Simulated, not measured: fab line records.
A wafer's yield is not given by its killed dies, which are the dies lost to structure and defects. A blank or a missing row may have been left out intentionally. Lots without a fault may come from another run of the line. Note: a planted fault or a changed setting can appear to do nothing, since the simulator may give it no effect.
fab line records	flow n5Finfet
record lots=7	wafers=39
route steps=1938 shown PMOS_HMC_CHANNEL_EPI@64 DUMMY_GATE@243 SD_EPI_N@273 BEOL_M0_SAQP@634 BEOL_M5@1116
startH: the number of hours between the record's first day and the start of the first shown wafer of the lot	waitH: how many hours have passed since the lot's step before this one	" the same as in the row above	L1.1+2: one row covering several wafers at once	- no value, or no start was given	* or withheld: withheld	< > ~ a bound
route shown NAME@n: a module of which the file shows steps, and the number in the route of the first	usual: mean/standard deviation of fault-free wafers	same: alike in all rows	chamber/n: place in a boat	sites: readings site by site	_std_site: standard deviation of those values	_edge_site: outer sites' mean less inner sites'	radiusMm: how far each site lies from the wafer's centre	mask NAME#n: copy n	behind: tool/chamber where the wafer was last shaped	hold: the reason the lot was held/the length of the hold in hours/how it ended	device: which transistor (n, p or np) failed to switch	end of line: the tests these same wafers got at the end of their route	for a step that has no rows: nothing shown but its recipe	killed: the dies lost at the first sort to structure and to defects; this is not the yield of the wafer	map: shows each die of a wafer: x if killed, . if not, _ if none is there
set.NAME: the setting that was run; set.NAME@STEP: the one run at that earlier step	model.NAME: the simulator's own value behind a step, which no gauge read
one table per step and one row per wafer, for lots whose settings were changed on purpose
## steps
# step N5_PMOS_HMC_CHANNEL_EPI_DEVELOP_08
# recipe developTimeS=30	developer=TMAH	resist=CAR-ArF-block	devTempC=23	rinseLiquid=diw	dry=airSpin
lot.wafer	tool	chamber	startH	waitH	set.developTimeS
L074.1+2+6	lithoTrack-04	0	-	-	13.93
L074.3+4+5	"	0	"	"	30
L076.1+2+6	lithoTrack-02	0	-	-	30
L076.3+4+5	"	0	"	"	12.38
L081.1+2+3+4+5+6	lithoTrack-01	0	-	-	30
L086.1+2+3+4+5+6	lithoTrack-02	0	-	-	30
L087.1+3+5	lithoTrack-01	0	-	-	30
L087.2+4+6	"	0	"	"	24.72
L089.1+4+6	lithoTrack-02	0	-	-	30
L092.1+2+5	lithoTrack-02	0	-	-	18.7
L092.3+4+6	"	0	"	"	30
# step N5_PMOS_HMC_CHANNEL_EPI_CD_MEAS_09
# recipe targetCdNm=237.4	landingEnergyEv=500	detector=seInlens
# usual cdNm=237.4/0.98
lot.wafer	tool	chamber	startH	waitH	set.developTimeS@PMOS_HMC_CHANNEL_EPI_DEVELOP_08	cdNm
L074.1	cdSem-02	0	17.35	-	13.93	231.5
L074.2	"	0	"	"	13.93	231.8
L074.3	"	0	"	"	30	238.0
L074.4	"	0	"	"	30	237.8
L074.5	"	0	"	"	30	238.8
L074.6	"	0	"	"	13.93	233.4
L076.1	cdSem-03	0	30.12	-	30	238.1
L076.2	"	0	"	"	30	237.8
L076.3	"	0	"	"	12.38	232.2
L076.4	"	0	"	"	12.38	231.5
L076.5	"	0	"	"	12.38	231.2
L076.6	"	0	"	"	30	237.1
L081.1	cdSem-02	0	59.72	-	30	237.2
L081.2	"	0	"	"	30	237.6
L081.3	"	0	"	"	30	236.0
L081.4	"	0	"	"	30	236.8
L081.5	"	0	"	"	30	236.9
L081.6	"	0	"	"	30	237.8
L086.1	cdSem-03	0	89.33	-	30	237.7
L086.2	"	0	"	"	30	237.2
L086.3	"	0	"	"	30	238.0
L086.4	"	0	"	"	30	237.7
L086.5	"	0	"	"	30	239.2
L086.6	"	0	"	"	30	239.3
L087.1	cdSem-01	0	95.26	-	30	237.6
L087.2	"	0	"	"	24.72	235.1
L087.3	"	0	"	"	30	239.0
L087.4	"	0	"	"	24.72	234.2
L087.5	"	0	"	"	30	236.9
L087.6	"	0	"	"	24.72	235.2
L089.1	cdSem-01	0	107.36	-	30	236.5
L089.4	"	0	"	"	30	236.2
L089.6	"	0	"	"	30	236.2
L092.1	cdSem-02	0	125.58	-	18.7	233.1
L092.2	"	0	"	"	18.7	234.0
L092.3	"	0	"	"	30	237.2
L092.4	"	0	"	"	30	237.1
L092.5	"	0	"	"	18.7	234.9
L092.6	"	0	"	"	30	236.7
# step N5_PMOS_HMC_CHANNEL_EPI_DESCUM_14
# recipe chemistry=O2	timeS=7.9	sourcePowerW=50	biasPowerW=20	pressureMtorr=20	rfFrequencyHz=2.712e+07	tempC=40	resist=CAR-ArF-block	o2FlowSccm=225
lot.wafer	tool	chamber	startH	waitH	set.developTimeS@PMOS_HMC_CHANNEL_EPI_DEVELOP_08	model.PMOS_HMC_CHANNEL_EPI.cdNm
L074.1	rieDiel-03	0	17.80	0.4	13.93	231.8
L074.2	"	3	"	"	13.93	232
L074.3	"	2	"	"	30	237.8
L074.4	"	3	"	"	30	237.7
L074.5	"	0	"	"	30	238.8
L074.6	"	2	"	"	13.93	233
L076.1	rieDiel-03	3	30.21	0.0	30	238.1
L076.2	"	0	"	"	30	237.7
L076.3	"	2	"	"	12.38	232.2
L076.4	"	1	"	"	12.38	231.4
L076.5	"	2	"	"	12.38	230.8
L076.6	"	3	"	"	30	237.3
L081.1	rieDiel-06	3	59.81	0.0	30	236.7
L081.2	"	1	"	"	30	237.3
L081.3	"	2	"	"	30	236
L081.4	"	1	"	"	30	236.8
L081.5	"	3	"	"	30	237
L081.6	"	2	"	"	30	237.6
L086.1	rieDiel-01	1	89.42	0.0	30	237.5
L086.2	"	0	"	"	30	236.9
L086.3	"	2	"	"	30	238.1
L086.4	"	3	"	"	30	238
L086.5	"	1	"	"	30	238.7
L086.6	"	2	"	"	30	239.3
L087.1	rieDiel-06	2	95.60	0.3	30	237.4
L087.2	"	1	"	"	24.72	235.2
L087.3	"	0	"	"	30	238.9
L087.4	"	3	"	"	24.72	234.2
L087.5	"	2	"	"	30	237.2
L087.6	"	1	"	"	24.72	235
L089.1	rieDiel-03	1	107.45	0.0	30	236.6
L089.4	"	2	"	"	30	236.2
L089.6	"	3	"	"	30	236.3
L092.1	rieDiel-03	1	125.81	0.2	18.7	233.2
L092.2	"	2	"	"	18.7	233.8
L092.3	"	3	"	"	30	237.3
L092.4	"	2	"	"	30	236.8
L092.5	"	1	"	"	18.7	235.1
L092.6	"	3	"	"	30	236.4
# step N5_DUMMY_GATE_ETCH_31
# recipe chemistry=C4F6/O2	target=SiO2	maskMaterial=SOC	targetDepthA=825	timeS=27.5	ionEnergyEv=250	pressureMtorr=30	sourceW=345	biasW=185	Ar_flow_sccm=300	C4F6_flow_sccm=10	O2_flow_sccm=10
lot.wafer	tool	chamber	startH	waitH	set.targetDepthA	model.etch.depthNm	model.SOC_of_DUMMY_GATE_COAT_34.thkNm
L074.1	rieDiel-06	1	51.57	0.0	1041	103.4	49.4
L074.2	"	3	"	"	825	79.7	51.8
L074.3	"	2	"	"	1041	102.3	50
L074.4	"	1	"	"	1041	103.9	49.6
L074.5	"	2	"	"	825	81.27	52.2
L074.6	"	3	"	"	825	80.17	52
L076.1	rieDiel-06	3	63.40	0.0	375.6	37.15	56.2
L076.2	"	2	"	"	825	81.45	52.2
L076.3	"	1	"	"	375.6	36.96	56.4
L076.4	"	2	"	"	825	81.67	52.2
L076.5	"	1	"	"	825	82.13	52
L076.6	"	3	"	"	375.6	36.79	56.2
L081.1	rieDiel-01	1	88.48	0.0	1236	124.2	47.4
L081.2	"	3	"	"	825	83.51	51.6
L081.3	"	2	"	"	1236	121.8	47.8
L081.4	"	0	"	"	1236	122.1	47.4
L081.5	"	0	"	"	825	81.24	51.6
L081.6	"	3	"	"	825	82.78	51.4
L086.1	rieDiel-03	3	125.59	0.0	1090	108.7	48.8
L086.2	"	1	"	"	1090	112.1	48.4
L086.3	"	2	"	"	825	82.04	51.4
L086.4	"	1	"	"	825	85.12	51.2
L086.5	"	3	"	"	825	81.96	51.4
L086.6	"	2	"	"	1090	107.3	48.8
L087.1	rieDiel-03	3	126.28	0.2	581.7	58.96	54.2
L087.2	"	1	"	"	581.7	60.16	54.2
L087.3	"	2	"	"	581.7	58.84	54.4
L087.4	"	1	"	"	825	85.11	51.4
L087.5	"	2	"	"	825	82.89	51.6
L087.6	"	3	"	"	825	83.74	51.6
L089.1	rieDiel-01	1	136.99	0.0	825	81.86	51.8
L089.4	"	2	"	"	825	80.65	52
L089.6	"	2	"	"	825	79.71	52
L092.1	rieDiel-01	2	154.85	0.2	1282	126.1	47.4
L092.2	"	1	"	"	825	82.6	52
L092.3	"	3	"	"	1282	127.2	47.4
L092.4	"	0	"	"	825	79.77	51.8
L092.5	"	1	"	"	825	82.55	51.6
L092.6	"	0	"	"	1282	122.9	47.8
# step N5_DUMMY_GATE_STRIP_41
# recipe chemistry=O2	powerW=400	tempC=40	pressureMtorr=30	rfFrequencyHz=6e+07	biasPowerW=0	overashFraction=0.3	o2FlowSccm=225
# step N5_DUMMY_GATE_HM_OPEN_21
# recipe chemistry=CH3F/O2	target=SiNx	targetDepthA=1200	Ar_flow_sccm=150	CH3F_flow_sccm=30	O2_flow_sccm=23	timeS=171.4	pressureMtorr=30	sourceW=395	biasW=73	ionEnergyEv=120.7
# step N5_DUMMY_GATE_ETCH_32
# recipe chemistry=CF4	target=SiO2	targetDepthA=35	timeS=3.9	ionEnergyEv=350	pressureMtorr=10	icpW=800	biasW=400	cf4FlowSccm=80
# step N5_DUMMY_GATE_ETCH_23
# recipe chemistry=HBr/Cl2/O2	HBr_flow_sccm=150	Cl2_flow_sccm=80	O2_flow_sccm=12	biasW=102	targetDepthA=410	timeS=22.3	target=poly-Si	maskMaterial=SiO2	pressureMtorr=10	icpW=800
# step N5_DUMMY_GATE_ETCH_44
# recipe chemistry=HBr/O2	overEtchFrac=0.7	targetDepthA=1275	stopOn=SiO2	ionEnergyEv=60	biasW=20	target=poly-Si	maskMaterial=SiO2	pressureMtorr=20	icpW=400	HBr_flow_sccm=120	O2_flow_sccm=10
# usual oesProductAu=0.724/0.012
lot.wafer	tool	chamber	startH	waitH	set.targetDepthA@DUMMY_GATE_ETCH_31	oesProductAu
L074.1	rieSi-04	2	51.90	0.0	1041	0.745
L074.2	"	0	"	"	825	0.748
L074.3	"	1	"	"	1041	0.732
L074.4	"	3	"	"	1041	0.722
L074.5	"	3	"	"	825	0.726
L074.6	"	2	"	"	825	0.743
L076.1	rieSi-01	1	63.73	0.0	375.6	0.368
L076.2	"	2	"	"	825	0.713
L076.3	"	0	"	"	375.6	0.371
L076.4	"	3	"	"	825	0.723
L076.5	"	3	"	"	825	0.724
L076.6	"	0	"	"	375.6	0.374
L081.1	rieSi-01	1	88.82	0.0	1236	0.715
L081.2	"	3	"	"	825	0.731
L081.3	"	2	"	"	1236	0.711
L081.4	"	0	"	"	1236	0.728
L081.5	"	1	"	"	825	0.720
L081.6	"	0	"	"	825	0.728
L086.1	rieSi-01	1	125.92	0.0	1090	0.726
L086.2	"	3	"	"	1090	0.737
L086.3	"	2	"	"	825	0.714
L086.4	"	2	"	"	825	0.721
L086.5	"	1	"	"	825	0.726
L086.6	"	3	"	"	1090	0.725
L087.1	rieSi-01	2	126.62	0.0	581.7	0.436
L087.2	"	3	"	"	581.7	0.529
L087.3	"	1	"	"	581.7	0.432
L087.4	"	3	"	"	825	0.724
L087.5	"	2	"	"	825	0.714
L087.6	"	1	"	"	825	0.719
L089.1	rieSi-01	1	137.33	0.0	825	0.727
L089.4	"	2	"	"	825	0.714
L089.6	"	3	"	"	825	0.711
L092.1	rieSi-03	2	155.19	0.0	1282	0.743
L092.2	"	3	"	"	825	0.726
L092.3	"	0	"	"	1282	0.702
L092.4	"	1	"	"	825	0.735
L092.5	"	0	"	"	825	0.707
L092.6	"	3	"	"	1282	0.722
# step N5_SD_EPI_N_DESCUM_14
# recipe chemistry=O2	timeS=7.9	sourcePowerW=50	biasPowerW=20	pressureMtorr=20	rfFrequencyHz=2.712e+07	tempC=40	resist=CAR-ArF-block	o2FlowSccm=225
lot.wafer	tool	chamber	startH	waitH	set.timeS	model.CAR-ArF-block_of_SD_EPI_N_COAT_03.thkNm
L074.1	rieDiel-05	2	53.39	0.0	10.66	142
L074.2	"	0	"	"	10.66	141.6
L074.3	"	1	"	"	7.9	143.6
L074.4	"	0	"	"	10.66	141.8
L074.5	"	1	"	"	7.9	143.2
L074.6	"	2	"	"	7.9	143.4
L076.1+4	rieDiel-04	2,1	65.31	0.1	7.9	143.4
L076.2	"	3	"	"	7.9	143.8
L076.3	"	0	"	"	11.55	141.4
L076.5	"	3	"	"	11.55	141.8
L076.6	"	2	"	"	11.55	141.2
L081.1	rieDiel-05	3	91.49	0.0	7.9	143.8
L081.2+3+4	"	0,1,2	"	"	10.15	142.8
L081.5	"	2	"	"	7.9	144
L081.6	"	3	"	"	7.9	144.6
L086.1	rieDiel-04	2	127.46	0.0	7.9	143.2
L086.2	"	3	"	"	10.74	141.4
L086.3	"	0	"	"	10.74	142
L086.4	"	1	"	"	7.9	143.8
L086.5	"	1	"	"	10.74	141.8
L086.6	"	0	"	"	7.9	143.6
L087.1+2+5+6	rieDiel-02	2,0,1,2	128.12	0.0	7.9	143.6
L087.3	"	3	"	"	7.9	142.8
L087.4	"	1	"	"	7.9	143.8
L089.1	rieDiel-05	1	138.88	0.1	7.9	142.8
L089.4+6	"	3,1	"	"	7.9	142.6
L092.1+4	rieDiel-05	3,2	156.95	0.0	7.9	144.2
L092.2+5	"	1,3	"	"	7.9	143.8
L092.3	"	0	"	"	7.9	144
L092.6	"	0	"	"	7.9	144.4
# step N5_SD_EPI_N_ETCH_34
# recipe chemistry=CF4	target=SiARC	targetDepthA=455	maskMaterial=CAR-ArF-block	timeS=75.8	ionEnergyEv=80	pressureMtorr=40	sourceW=545	biasW=36	Ar_flow_sccm=100	cf4FlowSccm=100	ends=cleared
lot.wafer	tool	chamber	startH	waitH	set.timeS@SD_EPI_N_DESCUM_14	model.CAR-ArF-block_of_SD_EPI_N_COAT_03.thkNm
L074.1	rieDiel-05	2	53.42	0.0	10.66	109.4
L074.2	"	0	"	"	10.66	108.8
L074.3+6	"	1,2	"	"	7.9	110.8
L074.4	"	0	"	"	10.66	109
L074.5	"	1	"	"	7.9	110.6
L076.1+4	rieDiel-04	2,1	65.35	0.0	7.9	110.8
L076.2	"	3	"	"	7.9	111
L076.3+6	"	0,2	"	"	11.55	108.6
L076.5	"	3	"	"	11.55	109.2
L081.1	rieDiel-05	3	91.52	0.0	7.9	111.2
L081.2+4	"	0,2	"	"	10.15	110.2
L081.3	"	1	"	"	10.15	110.4
L081.5	"	2	"	"	7.9	111.4
L081.6	"	3	"	"	7.9	112
L086.1	rieDiel-04	2	127.50	0.0	7.9	111
L086.2	"	3	"	"	10.74	109
L086.3	"	0	"	"	10.74	109.8
L086.4+6	"	1,0	"	"	7.9	111.4
L086.5	"	1	"	"	10.74	109.6
L087.1+2+4+6	rieDiel-02	2,0,1,2	128.16	0.0	7.9	111.2
L087.3	"	3	"	"	7.9	110.4
L087.5	"	1	"	"	7.9	111
L089.1	rieDiel-05	1	138.91	0.0	7.9	110.4
L089.4+6	"	3,1	"	"	7.9	110.2
L092.1+3	rieDiel-05	3,0	156.98	0.0	7.9	111.6
L092.2+5	"	1,3	"	"	7.9	111.4
L092.4+6	"	2,0	"	"	7.9	111.8
# step N5_BEOL_M0_SAQP_HM_DEP_02
# recipe material=TiN	targetThkA=120	tempC=25	chamberPressurePa=0.49996
lot.wafer	tool	chamber	startH	waitH	set.targetThkA	model.TiN_of_BEOL_M0_SAQP_HM_DEP_02.thkNm
L074.1+2	pvdSputter-01	-	111.98	0.9	120	11.8
L074.3+4+5+6	"	-	"	"	120	12
L076.1+2+3	pvdSputter-02	-	121.98	1.1	163.1	16.2
L076.4+5	"	-	"	"	120	11.8
L076.6	"	-	"	"	120	12
L081.1+2+3	pvdSputter-01	-	152.09	0.0	120	12
L081.4+5+6	"	-	"	"	90.35	9
L086.1+6	pvdSputter-03	-	184.30	1.0	120	12
L086.2+3	"	-	"	"	168.2	17
L086.4	"	-	"	"	168.2	16.6
L086.5	"	-	"	"	120	12.2
L087.1	pvdSputter-02	-	188.09	1.5	120	12.2
L087.2	"	-	"	"	87.57	8.8
L087.3+6	"	-	"	"	87.57	8.6
L087.4+5	"	-	"	"	120	11.8
L089.1	pvdSputter-03	-	197.80	1.1	120	12.2
L089.4+6	"	-	"	"	120	12
L092.1+6	pvdSputter-03	-	217.79	2.6	190.4	19
L092.2	"	-	"	"	190.4	18.8
L092.3	"	-	"	"	120	11.6
L092.4+5	"	-	"	"	120	12
# step N5_BEOL_M5_HM_DEP_02
# recipe material=TiN	targetThkA=200	tempC=25	chamberPressurePa=0.49996
lot.wafer	tool	chamber	startH	waitH	set.targetThkA	model.TiN_of_BEOL_M5_HM_DEP_02.thkNm
L074.1+2	pvdSputter-03	-	206.09	1.5	200	20.4
L074.3	"	-	"	"	200	20
L074.4+6	"	-	"	"	278	28
L074.5	"	-	"	"	278	28.2
L076.1	pvdSputter-02	-	221.03	1.1	200	20
L076.2+6	"	-	"	"	272.7	27.2
L076.3+5	"	-	"	"	200	19.8
L076.4	"	-	"	"	272.7	27.4
L081.1+4	pvdSputter-03	-	239.26	0.3	254.9	25.8
L081.2	"	-	"	"	254.9	25.4
L081.3+5	"	-	"	"	200	20
L081.6	"	-	"	"	200	20.2
L086.1	pvdSputter-02	-	260.59	1.4	200	20
L086.2+4	"	-	"	"	85.74	8.8
L086.3	"	-	"	"	200	20.2
L086.5	"	-	"	"	85.74	9
L086.6	"	-	"	"	200	20.4
L087.1+4	pvdSputter-02	-	273.82	0.3	259.6	26.2
L087.2+5+6	"	-	"	"	200	20
L087.3	"	-	"	"	259.6	26
L089.1	pvdSputter-01	-	285.42	0.1	200	20
L089.4	"	-	"	"	200	19.8
L089.6	"	-	"	"	200	20.2
L092.1+5	pvdSputter-02	-	304.38	1.2	200	21
L092.2	"	-	"	"	236.3	24.4
L092.3	"	-	"	"	200	20.4
L092.4+6	"	-	"	"	236.3	24.2
# step N5_BEOL_M5_COAT_59
# recipe resist=SOC	tempC=250	timeS=60	spinRpm=1500	resistThkNm=60
# step N5_BEOL_M5_COAT_60
# recipe resist=SiARC	tempC=220	timeS=60	spinRpm=1500	resistThkNm=12
# step N5_BEOL_M5_STRIP_73
# recipe chemistry=N2/H2	tempC=40	n2FlowSccm=200	h2FlowSccm=200	rfFrequencyHz=6e+07
# step N5_BEOL_M5_STRIP_64
# recipe chemistry=CF4	resist=SiARC	powerW=300	biasPowerW=75	pressureMtorr=50	cf4FlowSccm=150	rfFrequencyHz=6e+07
# step N5_BEOL_M5_HM_OPEN_17
# recipe chemistry=Cl2/BCl3	targetDepthA=200	overetchA=60	target=TiN	maskMaterial=SOC	ionEnergyEv=150	pressureMtorr=10	icpW=1000	biasW=126	Cl2_flow_sccm=53.25	bcl3FlowSccm=21.75	Ar_flow_sccm=25
lot.wafer	tool	chamber	startH	waitH	set.targetThkA@BEOL_M5_HM_DEP_02	model.etch.depthNm
L074.1	rieMetal-01	1	206.86	0.0	200	20.32
L074.2	"	0	"	"	200	20.49
L074.3	"	0	"	"	200	20.05
L074.4	"	1	"	"	278	25.76
L074.5	"	0	"	"	278	25.54
L074.6	"	1	"	"	278	26.01
L076.1	rieMetal-03	1	221.79	0.0	200	20.06
L076.2	"	0	"	"	272.7	26.4
L076.3	"	0	"	"	200	19.76
L076.4	"	1	"	"	272.7	26.71
L076.5	"	0	"	"	200	19.75
L076.6	"	1	"	"	272.7	27
L081.1	rieMetal-01	0	240.15	0.0	254.9	25.41
L081.2	"	1	"	"	254.9	25.49
L081.3	"	0	"	"	200	19.96
L081.4	"	1	"	"	254.9	25.75
L081.5	"	1	"	"	200	19.99
L081.6	"	0	"	"	200	20.15
L086.1	rieMetal-02	1	261.60	0.0	200	19.95
L086.2	"	0	"	"	85.74	8.814
L086.3	"	0	"	"	200	20.24
L086.4	"	1	"	"	85.74	8.706
L086.5	"	0	"	"	85.74	8.923
L086.6	"	1	"	"	200	20.31
L087.1	rieMetal-02	1	274.95	0.0	259.6	25.49
L087.2	"	1	"	"	200	20.03
L087.3	"	1	"	"	259.6	25.69
L087.4	"	1	"	"	259.6	25.56
L087.5	"	1	"	"	200	19.91
L087.6	"	1	"	"	200	20.05
L089.1	rieMetal-01	0	288.15	0.0	200	19.95
L089.4	"	0	"	"	200	19.82
L089.6	"	1	"	"	200	20.18
L092.1	rieMetal-03	1	305.14	0.0	200	20.91
L092.2	"	0	"	"	236.3	24.36
L092.3	"	0	"	"	200	20.43
L092.4	"	1	"	"	236.3	24.11
L092.5	"	0	"	"	200	20.97
L092.6	"	1	"	"	236.3	24.14
## key
split step=N5_PMOS_HMC_CHANNEL_EPI_DEVELOP_08	setting=developTimeS	stated=30	by=wafer
response step=N5_PMOS_HMC_CHANNEL_EPI_CD_MEAS_09	reading=cdNm	change=+0.104	per=1%	r=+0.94
response step=N5_PMOS_HMC_CHANNEL_EPI_DESCUM_14	reading=model.PMOS_HMC_CHANNEL_EPI.cdNm	change=+0.104	per=1%	r=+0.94
split step=N5_DUMMY_GATE_ETCH_31	setting=targetDepthA	stated=825	by=wafer
response step=N5_DUMMY_GATE_ETCH_31	reading=model.etch.depthNm	change=+0.813	per=1%	r=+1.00
response step=N5_DUMMY_GATE_ETCH_31	reading=model.SOC_of_DUMMY_GATE_COAT_34.thkNm	change=-0.08	per=1%	r=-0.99
response step=N5_DUMMY_GATE_ETCH_44	reading=oesProductAu	shape=bent	atLowest=0.371	atStated=0.724	atHighest=0.722
split step=N5_SD_EPI_N_DESCUM_14	setting=timeS	stated=7.9	by=wafer
response step=N5_SD_EPI_N_DESCUM_14	reading=model.CAR-ArF-block_of_SD_EPI_N_COAT_03.thkNm	change=-0.0465	per=1%	r=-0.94
response step=N5_SD_EPI_N_ETCH_34	reading=model.CAR-ArF-block_of_SD_EPI_N_COAT_03.thkNm	change=-0.0466	per=1%	r=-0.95
split step=N5_BEOL_M0_SAQP_HM_DEP_02	setting=targetThkA	stated=120	by=wafer
response step=N5_BEOL_M0_SAQP_HM_DEP_02	reading=model.TiN_of_BEOL_M0_SAQP_HM_DEP_02.thkNm	change=+0.12	per=1%	r=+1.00
split step=N5_BEOL_M5_HM_DEP_02	setting=targetThkA	stated=200	by=wafer
response step=N5_BEOL_M5_HM_DEP_02	reading=model.TiN_of_BEOL_M5_HM_DEP_02.thkNm	change=+0.201	per=1%	r=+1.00
response step=N5_BEOL_M5_HM_OPEN_17	reading=model.etch.depthNm	change=+0.185	per=1%	r=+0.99
